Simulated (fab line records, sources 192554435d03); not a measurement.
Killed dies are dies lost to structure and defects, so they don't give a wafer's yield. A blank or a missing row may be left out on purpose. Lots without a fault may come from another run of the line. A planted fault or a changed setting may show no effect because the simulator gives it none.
A struck lot beside a sound one | flow n5_finfet | 14 steps out of a route of 1938
Sound: wafers L106.2, L106.5, L106.6. Struck: wafer L112.4. (L112.3, L112.5 of the same lot were not struck and are left out.) The cause comes at the end.
At each step with rows: each side's tool, then ch and its chambers, then its first start. Under that, the readings that differ: sound wafers | struck wafers | difference of the means | sigmas: that difference in standard deviations of wafers without a fault.
alike: readings whose means differ by less than 2 such deviations, and words and numbers that are the same on both sides. not compared: withheld readings, readings that some wafer has no value for, bounds like >300 that may hide the same value, and numbers for which the record gives no deviation and whose values overlap.
The two part at a step that has a row with sigmas, a row that says differs or no value, or rows on one side only. Numbers that don't overlap but have no deviation are shown without sigmas and don't part them. A reading that every wafer of one side lacks parts them only if that side has two wafers or more.

first, 1 step without rows for these wafers: N5_BEOL_M11_TRENCH_ETCH_37 (etches SiCOH lowk in C4F6/O2, target depth 148.83 nm, time 48 s).
N5_BEOL_M11_ETCH_41: etches SiCN in CH3F/O2, target depth 42.6 nm, time 86 s.
  sound on rie_diel-06 ch 0,1; struck on rie_diel-06 ch 3
  reading                | sound             | struck | difference | sigmas
  throttle_valve_pct (%) | 16.35 16.35 16.33 | 15.82  | -0.52      | -3
  alike: drypump_motor_current_A, oes_product_au, rf_vpp_V, showerhead_plenum_p_Torr
  not compared: rf_hours_counter_h
N5_BEOL_M11_STRIP_77: strips in N2/H2, time 10 s.
  sound on rie_diel-06 ch 0,1; struck on rie_diel-06 ch 3
  reading                | sound             | struck | difference | sigmas
  oes_product_au (a.u.)  | 0.74 0.89 0.74    | 0.92   | +0.13      | +2
  throttle_valve_pct (%) | 23.76 23.69 23.77 | 23.17  | -0.57      | -2
  alike: drypump_motor_current_A, rf_vpp_V, showerhead_plenum_p_Torr, temp_c
  not compared: rf_hours_counter_h
N5_BEOL_M11_OCD_MEAS_38:
  sound on ocd-02, day 13 19:33; struck on ocd-02, day 17 03:14
  alike: trench_depth_nm
then, 4 steps without rows for these wafers: N5_BEOL_M11_HM_STRIP_39 (strips TiN in peroxide tin strip, target depth 25 nm, time 158 s); N5_BEOL_M11_SRD_40 (time 30 s); N5_BEOL_M11_PRECLEAN_42 (cleans in residue remover, time 60 s); N5_BEOL_M11_SRD_43 (time 30 s).
N5_BEOL_M11_CD_MEAS_35: target cd 70 nm.
  sound on cd_sem-01, day 13 19:42; struck on cd_sem-03, day 17 03:23
  alike: cd_nm
N5_BEOL_M11_CURE_72: cures SiCOH lowk, time 120 s.
  sound on uv_cure-03 ch 0, day 13 19:50; struck on uv_cure-01 ch 1, day 17 03:37
  alike: lamp_power_pct, wafer_temp_C_max
then, 1 step without rows for these wafers: N5_BEOL_M11_DEGAS_44 (time 60 s).
N5_BEOL_M11_PRE_CLEAN_45: time 30 s.
  sound on pvd_sputter-01, day 13 20:25; struck on pvd_sputter-02, day 17 04:14
  alike: heater_power_w
N5_BEOL_M11_ALD_74: deposits TaN, target thk 2 nm, pulse time 2 s, purge time 3 s.
  sound on ald_metal-02 ch 0,2,3, day 13 20:28; struck on ald_metal-03 ch 0, day 17 04:31
  reading                                  | sound    | struck | difference | sigmas
  ald_cycles                               | 40 40 40 | 33     | -7         |
  model.TaN_of_BEOL_M11_ALD_74.thk_nm (nm) | 2 2 2    | 1.6    | -0.4       |
  alike: heater_power_w, precursor_vessel_pressure_torr
N5_BEOL_M11_SURFACE_TREAT_76:
  sound on pvd_sputter-02, day 13 22:02; struck on pvd_sputter-01, day 17 05:34
  not compared: throttle_valve_pct

WHERE THEY PART
First at N5_BEOL_M11_ETCH_41; last, within this record, at N5_BEOL_M11_STRIP_77. Later steps at which nothing parts them and some readings are alike: N5_BEOL_M11_OCD_MEAS_38, N5_BEOL_M11_CD_MEAS_35, N5_BEOL_M11_CURE_72, N5_BEOL_M11_PRE_CLEAN_45, N5_BEOL_M11_ALD_74.

WHY: what the simulator had put in
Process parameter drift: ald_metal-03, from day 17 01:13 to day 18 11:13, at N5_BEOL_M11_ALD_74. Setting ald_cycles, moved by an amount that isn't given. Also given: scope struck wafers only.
